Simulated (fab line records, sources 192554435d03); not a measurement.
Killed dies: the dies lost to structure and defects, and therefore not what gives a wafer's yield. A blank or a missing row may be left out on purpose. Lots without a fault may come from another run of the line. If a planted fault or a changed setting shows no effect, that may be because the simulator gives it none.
Comparing a struck lot with a sound one :: flow n5-finfet :: 15 steps out of a route of 1938
Sound: wafers L120.2, L120.4, L120.6. Struck: wafer L122.4 (L122.5, L122.6, from the same lot, were not struck and are left out); the cause is given at the end.
At each step with rows: each side's tool, then ch and its chambers, then its first start. Under that, the readings that differ: sound wafers :: struck wafers :: difference of the means :: sigmas: that difference in standard deviations of wafers without a fault.
alike: readings with means less than 2 such deviations apart, plus words and numbers identical on both sides. not compared: withheld readings, readings lacking a value on some wafer, bounds such as >300 that could conceal the same value, and numbers that have no deviation in the record and whose values overlap.
The two part at a step that has a row with sigmas, a row that says differs or no value, or rows on one side only. Numbers that don't overlap but have no deviation are shown without sigmas and don't part them. Lack of a reading on every wafer of one side parts them only where that side has two or more wafers.

N5_SD_ACTIVATION_RS_MEAS_03: the measuring method here is four-point-probe.
  struck on film-metro-01, day 4 22:28; sound on film-metro-02, day 4 13:58
reading: RS_SD_P (ohm/sq)
sound: 57.1 56.3 57.4
struck: 54.4
difference: -2.5
sigmas: -3
  alike: RS_SD_N
N5_SD_ACTIVATION_INSPECT_02: inspects for defects (darkfield).
  struck on defect-inspect-02, day 4 22:44; sound on defect-inspect-02, day 4 14:16
  alike: raw-defect-count
N5_ILD0_LINER_00: material SiNx, target thk 4 nm, pulse time 1 s, purge time 2 s.
  sound on ald-sin-02 ch 0,1, day 4 14:18; struck on ald-sin-02 ch 3, day 4 23:22
  alike: heater-power-w, precursor-pulse-height-rel
then, 2 steps without rows for these wafers: N5_ILD0_FCVD_FILL_01 (material SiO2 flowable, target thk 200 nm, time 328.3 s); N5_ILD0_CURE_02 (time 1800 s).
N5_ILD0_CMP_03: polishes, stops on SiNx, t overpolish 1.9 s, target thk 197.38 nm.
  sound on cmp-04 ch 0,2,3, day 4 16:43; struck on cmp-01 ch 2, day 5 01:52
reading: time-to-endpoint-s (s)
sound: 77 76 76
struck: 67
difference: -9
sigmas: -2
  alike: edge-zone-pressure-frac, motor-current-A, overpolish-run-s, platen-rpm
N5_ILD0_THK_MEAS_04:
  struck on film-metro-01, day 5 02:02; sound on film-metro-02, day 4 16:58
  alike: thk-nm
N5_ILD0_CMP_07: polishes SiO2 flowable, stops on poly-Si, t overpolish 1.18 s, target thk 138.88 nm.
  sound on cmp-03 ch 1,3, day 4 17:09; struck on cmp-03 ch 0, day 5 02:09
  alike: edge-zone-pressure-frac, motor-current-A, platen-rpm
N5_ILD0_THK_MEAS_08:
  struck on film-metro-01, day 5 02:22; sound on film-metro-01, day 4 17:25
  alike: thk-nm
then, 1 step without rows for these wafers: N5_ILD0_PRECLEAN_10 (cleans in NF3:NH3, afs cycles 5, time 20 s, sublimation time 60 s).
N5_ILD0_ALD_15: deposits SiNx, target thk 24 nm, pulse time 1 s, ald cycles 480.
  sound on ald-sin-02 ch 1,2, day 4 18:13; struck on ald-sin-01 ch 0, day 5 03:05
  alike: heater-power-w, precursor-pulse-height-rel
N5_ILD0_CMP_12: polishes SiNx, stops on poly-Si, t overpolish 6 s, target thk 17.67 nm.
  sound on cmp-03 ch 0,1,3, day 4 20:30; struck on cmp-03 ch 1, day 5 05:22
reading: time-to-endpoint-s (s)
sound: 29.6 33.1 33.4
struck: 66.1
difference: +34.1
sigmas: +12
  alike: edge-zone-pressure-frac, motor-current-A, overpolish-run-s, platen-rpm
N5_ILD0_THK_MEAS_13:
  struck on film-metro-01, day 5 05:36; sound on film-metro-02, day 4 20:43
  alike: thk-nm
-- the record jumps here: 6 days lie between the struck wafers' starts before and after (it left off in module ILD0 and takes up again in module BEOL_M4, whose first step shown is number 1111 of the route) --
N5_BEOL_M4_RC_MEAS_101:
  sound on prober-02 ch 0, day 10 12:17; struck on prober-01 ch 0, day 11 17:16
  alike: DIBL_N, DIBL_P, IOFF_N, IOFF_P, ION_N, ION_P, SS_N, SS_P, VT_N, VT_P
-- record jumps: 4 days separate the struck wafers' starts on either side; left off in module BEOL_M4, taken up again in module PASSIVATION, whose first shown step is the route's number 1936 --
N5_PASSIVATION_PROBE_49:
  struck on prober-01, day 16 03:22; sound on prober-01, day 14 23:59
  alike: defect-limited-yield, killed_at_M0_to_M3, killed_at_M4_up, killed-at-contacts, killed-at-front-end, killed-at-other, killed-dies, killed-open, killed-short, sort_bin_4_leakage, sort_bin_5_function, sort_bin_6_memory, sort-n-pass, sort-yield-pct

== WHERE THEY PART ==
First at N5_SD_ACTIVATION_RS_MEAS_03; last, within this record, at N5_ILD0_CMP_12. Later steps at which nothing parts them and some readings are alike: N5_ILD0_THK_MEAS_13, N5_BEOL_M4_RC_MEAS_101, N5_PASSIVATION_PROBE_49.

WHY: what had been put in by the simulator
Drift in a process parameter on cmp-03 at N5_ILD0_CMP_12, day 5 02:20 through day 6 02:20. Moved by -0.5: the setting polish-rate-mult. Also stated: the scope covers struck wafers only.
